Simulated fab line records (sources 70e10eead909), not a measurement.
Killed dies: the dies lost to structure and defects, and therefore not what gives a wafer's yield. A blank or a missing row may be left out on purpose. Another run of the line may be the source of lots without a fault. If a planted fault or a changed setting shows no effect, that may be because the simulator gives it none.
A struck lot beside a sound one	flow nand-harc	21 steps out of a route of 1302
Sound: the wafers L258.2, L258.3, L258.4. Wafers struck: L267.1, L267.4, L267.5. Last of all comes the cause.
At each step with rows: each side's tool, then ch and its chambers, then its first start. Under that, the readings that differ: sound wafers	struck wafers	difference of the means	sigmas: that difference in standard deviations of wafers without a fault.
alike: words and numbers the same on both sides, and readings whose means are apart by under 2 such deviations; not compared: readings that were withheld, readings missing a value for some wafer, numbers with overlapping values and no deviation given by the record, and bounds like >300 which may hide the same value.
A row with sigmas, a row that says differs or no value, or rows on one side alone: a step with any of these is where the two part. When numbers do not overlap yet have no deviation, they are printed without sigmas and do not part them. A reading that every wafer of one side lacks parts them only if that side has two wafers or more.

NHARC_P_CONTACT_CVD_23: deposits W, target thk 200 nm, time 557 s.
  sound on cvd-w-01 ch 0,1; struck on cvd-w-02 ch 1
  alike: heater-power-w, throttle-valve-pct
NHARC_P_CONTACT_CMP_24: polishes, t overpolish 30 s, target thk 200 nm.
  sound on cmp-01 ch 0,1,2, day 5 23:51; struck on cmp-01 ch 0,2, day 10 00:07
  alike: motor-current-A, overpolish-run-s, retaining-ring-pressure-frac, slurry-filter-dp-kPa, time-to-endpoint-s
  not compared: pad-life-wafers
following that, these wafers have no rows for 1 step: NHARC_P_CONTACT_SRD_26.
NHARC_P_CONTACT_INSPECT_27:
  sound on defect-inspect-02, day 6 00:16; struck on defect-inspect-01, day 10 00:31
  alike: raw-defect-count
then, 7 steps without rows for these wafers: NHARC_P_M0_DEP_00 (deposits SiOC, target thk 150 nm); NHARC_P_M0_DEHYDRATE_01 (time 120 s); NHARC_P_M0_HMDS_02 (time 30 s); NHARC_P_M0_COAT_33 (time 65 s); NHARC_P_M0_COAT_03 (resist thk 90 nm); NHARC_P_M0_SOFTBAKE_04 (time 55 s); NHARC_P_M0_EBR_05.
NHARC_P_M0_EXPOSE_06: exposes mask P M0, target cd 90 nm.
  sound on arfi-scanner-02 ch 0, day 6 01:02; struck on arfi-scanner-02 ch 0, day 10 01:16
reading	sound	struck	difference	sigmas
exposure-dose-mJ-cm2	81.25 81.13 81.19	83.78 83.88 83.80	+2.63	+33
  alike: mask
then, 2 steps without rows for these wafers: NHARC_P_M0_PEB_07 (peb time 65 s); NHARC_P_M0_DEVELOP_08 (develop time 35 s).
NHARC_P_M0_CD_MEAS_09: the cd target is 90 nm.
  sound on cd-sem-02 ch 0, day 6 01:10; struck on cd-sem-01 ch 0, day 10 01:25
reading	sound	struck	difference	sigmas
cd-nm (nm)	89.8 90.2 90.3	91.9 91.5 91.5	+1.5	+3
NHARC_P_M0_OVL_MEAS_10: pitch 180 nm.
  sound on overlay-02, day 6 01:15; struck on overlay-02, day 10 01:30
  alike: overlay-x-nm, overlay-y-nm
NHARC_P_M0_INSPECT_11:
  sound on defect-inspect-01, day 6 01:17; struck on defect-inspect-01, day 10 01:32
  alike: raw-defect-count
NHARC_P_M0_DESCUM_14: chemistry O2, time 3 s.
  sound on rie-diel-06 ch 1,2,3, day 6 01:22; struck on rie-diel-04 ch 0,1,3, day 10 01:37
reading	sound	struck	difference	sigmas
model.P_M0.cd-nm (nm)	90.43 90.44 91.11	91.83 91.59 91.86	+1.10	
  alike: drypump-motor-current-A, oes-product-au, rf-vpp-V, showerhead-plenum-p-Torr, throttle-valve-pct
  not compared: rf-hours-counter-h
NHARC_P_M0_ETCH_34: etches the open film in N2/H2, target depth 40 nm, overetch 12 nm, time 43.94 s.
  sound on rie-diel-06 ch 0,1,3, day 6 01:26; struck on rie-diel-04 ch 0,3, day 10 01:41
  alike: drypump-motor-current-A, oes-product-au, rf-vpp-V, showerhead-plenum-p-Torr, throttle-valve-pct
  not compared: rf-hours-counter-h
NHARC_P_M0_ETCH_15: etches the open film in C4F8/Ar, target depth 150 nm, overetch 15 nm, time 82.5 s.
  sound on rie-diel-06 ch 0,1,2; struck on rie-diel-04 ch 0,1
  alike: oes-product-au, rf-vpp-V
  not compared: rf-hours-counter-h, model.P_M0.cd-nm
NHARC_P_M0_CD_MEAS_16:
  sound on cd-sem-02, day 6 01:39; struck on cd-sem-01, day 10 01:54
  alike: cd-nm

WHERE THEY PART
First at NHARC_P_M0_EXPOSE_06; last, within this record, at NHARC_P_M0_CD_MEAS_09. Later steps at which nothing parts them and some readings are alike: NHARC_P_M0_OVL_MEAS_10, NHARC_P_M0_INSPECT_11, NHARC_P_M0_DESCUM_14, NHARC_P_M0_ETCH_34, NHARC_P_M0_ETCH_15, NHARC_P_M0_CD_MEAS_16.

WHY: the cause the simulator had injected
Process parameters drifting: arfi-scanner-02 at NHARC_P_M0_EXPOSE_06, beginning at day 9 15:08. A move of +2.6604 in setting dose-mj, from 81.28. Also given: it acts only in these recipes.
